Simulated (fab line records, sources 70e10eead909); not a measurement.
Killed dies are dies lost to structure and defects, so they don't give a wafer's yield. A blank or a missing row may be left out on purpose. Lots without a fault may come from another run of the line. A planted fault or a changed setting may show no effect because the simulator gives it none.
A struck lot beside a sound one | flow nand_harc | 41 steps out of a route of 1302
Sound: wafers L651.3, L651.4, L651.6. Struck: wafers L663.1, L663.2, L663.5. The cause comes at the end.
At each step with rows: each side's tool, then ch and its chambers, then its first start. Under that, the readings that differ: sound wafers | struck wafers | difference of the means | sigmas: that difference in standard deviations of wafers without a fault.
alike: readings whose means differ by less than 2 such deviations, and words and numbers that are the same on both sides. not compared: withheld readings, readings that some wafer has no value for, bounds like >300 that may hide the same value, and numbers for which the record gives no deviation and whose values overlap.
The two part at a step that has a row with sigmas, a row that says differs or no value, or rows on one side only. Numbers that don't overlap but have no deviation are shown without sigmas and don't part them. A reading that every wafer of one side lacks parts them only if that side has two wafers or more.

first, 1 step without rows for these wafers: NHARC_P_STI_HARDBAKE_13 (time 65 s).
NHARC_P_STI_DESCUM_14: chemistry O2, time 3 s.
  sound on rie_diel-10 ch 0,1,3, day 3 06:28; struck on rie_diel-09 ch 0,2,3, day 8 07:15
  alike: drypump_motor_current_A, oes_product_au, rf_vpp_V, showerhead_plenum_p_Torr, throttle_valve_pct
  not compared: rf_hours_counter_h
NHARC_P_STI_ETCH_42: etches the open film in N2/H2, target depth 80 nm, overetch 24 nm, time 61 s.
  sound on rie_diel-10 ch 0,1, day 3 06:33; struck on rie_diel-09 ch 1,2,3, day 8 07:19
  reading                     | sound          | struck         | difference | sigmas
  drypump_motor_current_A (A) | 5.06 5.28 5.29 | 6.05 5.59 5.86 | +0.62      | +2
  alike: oes_product_au, rf_fwd_power_W, rf_vpp_V, showerhead_plenum_p_Torr, throttle_valve_pct
  not compared: rf_hours_counter_h
then, 1 step without rows for these wafers: NHARC_P_STI_ETCH_31 (etches the open film in CF4/CHF3, target depth 108.9 nm, time 54.5 s).
NHARC_P_STI_ETCH_15: etches the open film in HBr/Cl2, target depth 300 nm, time 100.1 s.
  sound on rie_si-05 ch 1,2, day 3 06:46; struck on rie_si-01 ch 0,1,2, day 8 07:31
  alike: drypump_motor_current_A, oes_product_au, rf_fwd_power_W, throttle_valve_pct
  not compared: rf_hours_counter_h
NHARC_P_STI_CD_MEAS_16:
  sound on cd_sem-01, day 3 06:55; struck on cd_sem-02, day 8 07:40
  alike: cd_nm
NHARC_P_STI_OCD_MEAS_17:
  sound on ocd-01, day 3 06:59; struck on ocd-01, day 8 07:46
  alike: trench_depth_nm, trench_foot_cd_nm
then, 3 steps without rows for these wafers: NHARC_P_STI_STRIP_19 (strips in SPM, time 900 s); NHARC_P_STI_PRECLEAN_32 (cleans in SC1); NHARC_P_STI_SRD_23.
NHARC_P_STI_OCD_MEAS_43:
  sound on ocd-01, day 3 07:30; struck on ocd-01, day 8 08:16
  alike: trench_depth_nm, trench_foot_cd_nm
then, 1 step without rows for these wafers: NHARC_P_STI_OXIDE_33 (material SiO2, target thk 10 nm, ox time 281 s).
NHARC_P_STI_HDPCVD_20: deposits SiO2.
  sound on hdpcvd-01 ch 0,1, day 3 17:35; struck on hdpcvd-01 ch 0,1, day 8 16:39
then, 1 step without rows for these wafers: NHARC_P_STI_ANNEAL_34 (time 1800 s).
NHARC_P_STI_CMP_21: polishes, t overpolish 20 s, target thk 380.67 nm.
  sound on cmp-03 ch 1,2, day 4 03:55; struck on cmp-03 ch 1,2, day 9 03:27
  alike: motor_current_A, overpolish_run_s
then, 19 steps without rows for these wafers: NHARC_P_STI_SRD_35; NHARC_P_STI_ETCH_36 (etches SiO2 in dHF, target depth 38.8 nm); NHARC_P_STI_STRIP_24 (strips Si3N4 in H3PO4); NHARC_P_STI_ETCH_37 (etches SiO2 in dHF, target depth 11 nm); NHARC_P_STI_PRECLEAN_38 (cleans in SC1); NHARC_P_STI_SRD_39; NHARC_P_STI_OXIDE_40 (material SiO2, target thk 10 nm, ox time 1362 s); NHARC_P_GATE_ETCH_69 (etches SiO2 in dHF, target depth 14 nm); NHARC_P_GATE_PRECLEAN_70 (cleans in SC1); NHARC_P_GATE_SRD_01; NHARC_P_GATE_OXIDE_02 (material SiO2, target thk 37.5 nm, ox time 365 s); NHARC_P_GATE_DEHYDRATE_03 (time 120 s); NHARC_P_GATE_HMDS_04 (time 30 s); NHARC_P_GATE_COAT_05; NHARC_P_GATE_SOFTBAKE_06 (time 95 s); NHARC_P_GATE_EBR_07; NHARC_P_GATE_EXPOSE_08 (exposes mask P HV); NHARC_P_GATE_PEB_09 (peb time 85 s); NHARC_P_GATE_DEVELOP_10 (time 70 s).
NHARC_P_GATE_CD_MEAS_11: target cd 1640 nm.
  sound on cd_sem-03 ch 0, day 4 22:07; struck on cd_sem-01 ch 0, day 9 19:46
  alike: cd_nm
then, 1 step without rows for these wafers: NHARC_P_GATE_HARDBAKE_12 (time 80 s).
NHARC_P_GATE_DESCUM_13: chemistry O2, time 3 s.
  sound on rie_diel-03 ch 0,2,3, day 4 22:17; struck on rie_diel-03 ch 0,2, day 9 19:56
  alike: drypump_motor_current_A, oes_product_au, rf_vpp_V, showerhead_plenum_p_Torr, throttle_valve_pct
  not compared: rf_hours_counter_h
then, 3 steps without rows for these wafers: NHARC_P_GATE_ETCH_14 (etches SiO2 in dHF, target depth 48.8 nm); NHARC_P_GATE_STRIP_15 (strips in SPM, time 780 s); NHARC_P_GATE_PRECLEAN_71 (cleans in SC1).
-- the record jumps here: 20 days lie between the struck wafers' starts before and after (it left off in module P_GATE and takes up again in module END, whose first step shown is number 1302 of the route) --
NHARC_END_SORT_01:
  the record has rows for the struck wafers here (prober-01 ch 0, day 29 20:31) and none for the sound ones

WHERE THEY PART
First at NHARC_P_STI_ETCH_42; last, within this record, at NHARC_END_SORT_01.

WHY: what the simulator had put in
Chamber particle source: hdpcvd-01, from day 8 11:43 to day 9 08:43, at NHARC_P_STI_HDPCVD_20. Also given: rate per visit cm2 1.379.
